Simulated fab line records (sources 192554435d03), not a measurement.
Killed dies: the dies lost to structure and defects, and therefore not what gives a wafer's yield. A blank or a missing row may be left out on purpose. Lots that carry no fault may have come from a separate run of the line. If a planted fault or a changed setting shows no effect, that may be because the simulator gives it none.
Lot-split experiment || flow n5Finfet || 7 lots, 39 wafers read, on a route of 1938 steps

SPLIT DETAILS
At N5_DUMMY_GATE_ETCH_44 (etches poly-Si in HBr/O2, stops on SiO2, target depth 127.5 nm), the setting targetDepthA was moved away from the recipe's 1275 angstrom on 15 of the 39 wafers read, by -12.7% to +11.5%. The other wafers ran this setting at the recipe's value.

The reading comes from the split's own step.

THE READING
oesProductAu, in a.u., at N5_DUMMY_GATE_ETCH_44 (etches poly-Si in HBr/O2, stops on SiO2, target depth 127.5 nm). On this fab line, fault-free wafers typically give 0.728 a.u. with a standard deviation of 0.015 a.u.

{"wafer": "L076.1", "tool, chamber at the split": "rieSi-01, 1", "targetDepthA as run, angstrom": 1275, "against the recipe": "recipe", "oesProductAu, a.u.": 0.721, "against lot-mates on the recipe": "-"}
{"wafer": "L076.2", "tool, chamber at the split": "rieSi-01, 0", "targetDepthA as run, angstrom": 1113, "against the recipe": "-12.7%", "oesProductAu, a.u.": 0.757, "against lot-mates on the recipe": "+0.047"}
{"wafer": "L076.3", "tool, chamber at the split": "rieSi-01, 2", "targetDepthA as run, angstrom": 1275, "against the recipe": "recipe", "oesProductAu, a.u.": 0.704, "against lot-mates on the recipe": "-"}
{"wafer": "L076.4", "tool, chamber at the split": "rieSi-01, 3", "targetDepthA as run, angstrom": 1113, "against the recipe": "-12.7%", "oesProductAu, a.u.": 0.745, "against lot-mates on the recipe": "+0.035"}
{"wafer": "L076.5", "tool, chamber at the split": "rieSi-01, 2", "targetDepthA as run, angstrom": 1275, "against the recipe": "recipe", "oesProductAu, a.u.": 0.704, "against lot-mates on the recipe": "-"}
{"wafer": "L076.6", "tool, chamber at the split": "rieSi-01, 3", "targetDepthA as run, angstrom": 1113, "against the recipe": "-12.7%", "oesProductAu, a.u.": 0.751, "against lot-mates on the recipe": "+0.041"}
{"wafer": "L080.1", "tool, chamber at the split": "rieSi-04, 2", "targetDepthA as run, angstrom": 1275, "against the recipe": "recipe", "oesProductAu, a.u.": 0.735, "against lot-mates on the recipe": "-"}
{"wafer": "L080.2", "tool, chamber at the split": "rieSi-04, 1", "targetDepthA as run, angstrom": 1275, "against the recipe": "recipe", "oesProductAu, a.u.": 0.721, "against lot-mates on the recipe": "-"}
{"wafer": "L080.3", "tool, chamber at the split": "rieSi-04, 3", "targetDepthA as run, angstrom": 1275, "against the recipe": "recipe", "oesProductAu, a.u.": 0.715, "against lot-mates on the recipe": "-"}
{"wafer": "L080.4", "tool, chamber at the split": "rieSi-04, 0", "targetDepthA as run, angstrom": 1132, "against the recipe": "-11.2%", "oesProductAu, a.u.": 0.784, "against lot-mates on the recipe": "+0.060"}
{"wafer": "L080.5", "tool, chamber at the split": "rieSi-04, 0", "targetDepthA as run, angstrom": 1132, "against the recipe": "-11.2%", "oesProductAu, a.u.": 0.791, "against lot-mates on the recipe": "+0.067"}
{"wafer": "L080.6", "tool, chamber at the split": "rieSi-04, 1", "targetDepthA as run, angstrom": 1132, "against the recipe": "-11.2%", "oesProductAu, a.u.": 0.778, "against lot-mates on the recipe": "+0.054"}
{"wafer": "L081.1", "tool, chamber at the split": "rieSi-05, 3", "targetDepthA as run, angstrom": 1201, "against the recipe": "-5.8%", "oesProductAu, a.u.": 0.738, "against lot-mates on the recipe": "+0.017"}
{"wafer": "L081.2", "tool, chamber at the split": "rieSi-05, 2", "targetDepthA as run, angstrom": 1275, "against the recipe": "recipe", "oesProductAu, a.u.": 0.728, "against lot-mates on the recipe": "-"}
{"wafer": "L081.3", "tool, chamber at the split": "rieSi-05, 1", "targetDepthA as run, angstrom": 1201, "against the recipe": "-5.8%", "oesProductAu, a.u.": 0.776, "against lot-mates on the recipe": "+0.055"}
{"wafer": "L081.4", "tool, chamber at the split": "rieSi-05, 0", "targetDepthA as run, angstrom": 1275, "against the recipe": "recipe", "oesProductAu, a.u.": 0.726, "against lot-mates on the recipe": "-"}
{"wafer": "L081.5", "tool, chamber at the split": "rieSi-05, 3", "targetDepthA as run, angstrom": 1275, "against the recipe": "recipe", "oesProductAu, a.u.": 0.710, "against lot-mates on the recipe": "-"}
{"wafer": "L081.6", "tool, chamber at the split": "rieSi-05, 0", "targetDepthA as run, angstrom": 1201, "against the recipe": "-5.8%", "oesProductAu, a.u.": 0.759, "against lot-mates on the recipe": "+0.038"}
{"wafer": "L082.1", "tool, chamber at the split": "rieSi-01, 1", "targetDepthA as run, angstrom": 1275, "against the recipe": "recipe", "oesProductAu, a.u.": 0.735, "against lot-mates on the recipe": "-"}
{"wafer": "L082.2", "tool, chamber at the split": "rieSi-01, 0", "targetDepthA as run, angstrom": 1275, "against the recipe": "recipe", "oesProductAu, a.u.": 0.723, "against lot-mates on the recipe": "-"}
{"wafer": "L082.3", "tool, chamber at the split": "rieSi-01, 3", "targetDepthA as run, angstrom": 1275, "against the recipe": "recipe", "oesProductAu, a.u.": 0.707, "against lot-mates on the recipe": "-"}
{"wafer": "L082.4", "tool, chamber at the split": "rieSi-01, 2", "targetDepthA as run, angstrom": 1275, "against the recipe": "recipe", "oesProductAu, a.u.": 0.697, "against lot-mates on the recipe": "-"}
{"wafer": "L082.5", "tool, chamber at the split": "rieSi-01, 0", "targetDepthA as run, angstrom": 1275, "against the recipe": "recipe", "oesProductAu, a.u.": 0.710, "against lot-mates on the recipe": "-"}
{"wafer": "L082.6", "tool, chamber at the split": "rieSi-01, 1", "targetDepthA as run, angstrom": 1275, "against the recipe": "recipe", "oesProductAu, a.u.": 0.727, "against lot-mates on the recipe": "-"}
{"wafer": "L089.1", "tool, chamber at the split": "rieSi-04, 0", "targetDepthA as run, angstrom": 1168, "against the recipe": "-8.4%", "oesProductAu, a.u.": 0.782, "against lot-mates on the recipe": "+0.055"}
{"wafer": "L089.2", "tool, chamber at the split": "rieSi-04, 2", "targetDepthA as run, angstrom": 1168, "against the recipe": "-8.4%", "oesProductAu, a.u.": 0.764, "against lot-mates on the recipe": "+0.037"}
{"wafer": "L089.3", "tool, chamber at the split": "rieSi-04, 3", "targetDepthA as run, angstrom": 1275, "against the recipe": "recipe", "oesProductAu, a.u.": 0.715, "against lot-mates on the recipe": "-"}
{"wafer": "L089.4", "tool, chamber at the split": "rieSi-04, 1", "targetDepthA as run, angstrom": 1168, "against the recipe": "-8.4%", "oesProductAu, a.u.": 0.758, "against lot-mates on the recipe": "+0.031"}
{"wafer": "L089.5", "tool, chamber at the split": "rieSi-04, 1", "targetDepthA as run, angstrom": 1275, "against the recipe": "recipe", "oesProductAu, a.u.": 0.725, "against lot-mates on the recipe": "-"}
{"wafer": "L089.6", "tool, chamber at the split": "rieSi-04, 0", "targetDepthA as run, angstrom": 1275, "against the recipe": "recipe", "oesProductAu, a.u.": 0.741, "against lot-mates on the recipe": "-"}
{"wafer": "L093.1", "tool, chamber at the split": "rieSi-04, 2", "targetDepthA as run, angstrom": 1422, "against the recipe": "+11.5%", "oesProductAu, a.u.": 0.707, "against lot-mates on the recipe": -0.037}
{"wafer": "L093.2", "tool, chamber at the split": "rieSi-04, 3", "targetDepthA as run, angstrom": 1422, "against the recipe": "+11.5%", "oesProductAu, a.u.": 0.680, "against lot-mates on the recipe": -0.064}
{"wafer": "L093.3", "tool, chamber at the split": "rieSi-04, 1", "targetDepthA as run, angstrom": 1275, "against the recipe": "recipe", "oesProductAu, a.u.": 0.742, "against lot-mates on the recipe": "-"}
{"wafer": "L093.4", "tool, chamber at the split": "rieSi-04, 0", "targetDepthA as run, angstrom": 1275, "against the recipe": "recipe", "oesProductAu, a.u.": 0.749, "against lot-mates on the recipe": "-"}
{"wafer": "L093.5", "tool, chamber at the split": "rieSi-04, 2", "targetDepthA as run, angstrom": 1275, "against the recipe": "recipe", "oesProductAu, a.u.": 0.741, "against lot-mates on the recipe": "-"}
{"wafer": "L093.6", "tool, chamber at the split": "rieSi-04, 3", "targetDepthA as run, angstrom": 1422, "against the recipe": "+11.5%", "oesProductAu, a.u.": 0.675, "against lot-mates on the recipe": -0.069}
{"wafer": "L097.3", "tool, chamber at the split": "rieSi-05, 0", "targetDepthA as run, angstrom": 1275, "against the recipe": "recipe", "oesProductAu, a.u.": 0.736, "against lot-mates on the recipe": "-"}
{"wafer": "L097.5", "tool, chamber at the split": "rieSi-05, 0", "targetDepthA as run, angstrom": 1275, "against the recipe": "recipe", "oesProductAu, a.u.": 0.729, "against lot-mates on the recipe": "-"}
{"wafer": "L097.6", "tool, chamber at the split": "rieSi-05, 2", "targetDepthA as run, angstrom": 1275, "against the recipe": "recipe", "oesProductAu, a.u.": 0.737, "against lot-mates on the recipe": "-"}

FIT RESULTS
A straight line over all 39 wafers: oesProductAu changes by -0.00371 a.u. for each +1% of targetDepthA; r = -0.82; the points scatter about the line by 0.016 a.u.
The same after taking each lot's own level away (the mean of its wafers on the recipe; 39 wafers): -0.0046 a.u. for each +1%; r = -0.92; scatter 0.012 a.u.
According to that fit, moving targetDepthA by its largest amount changes the reading by 0.058 a.u.
Measured against the standard deviation above, the lots' own levels, which go from 0.7097 to 0.7440 a.u., span 2.3 times it.
In other words, the slope is changed by the lot-to-lot level; the two fits disagree.
Check: +0.0598 a.u. against its lot-mates is what the line predicts for one of the wafers moved furthest among these (-12.7%) when that wafer is left out of the fit. Against them it came out at +0.0473 a.u.
Tool readings at the split's step, against how far the setting was moved: oesProductAu r = -0.82.

THE OTHER SPLITS THESE WAFERS WENT THROUGH
Note: prior to the reading, these wafers also went through further splits. Each is held against what the fit with the lots' levels taken away leaves over:
{"other split on the same wafers": "N5_DUMMY_GATE_ETCH_32 timeS", "wafers away from the commonest value": 12, "r with oesProductAu (lot level and that fit taken away)": "+0.22"}

FILE'S OWN FIT
oesProductAu changes by -0.0046 a.u. for each +1% of targetDepthA, r = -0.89.
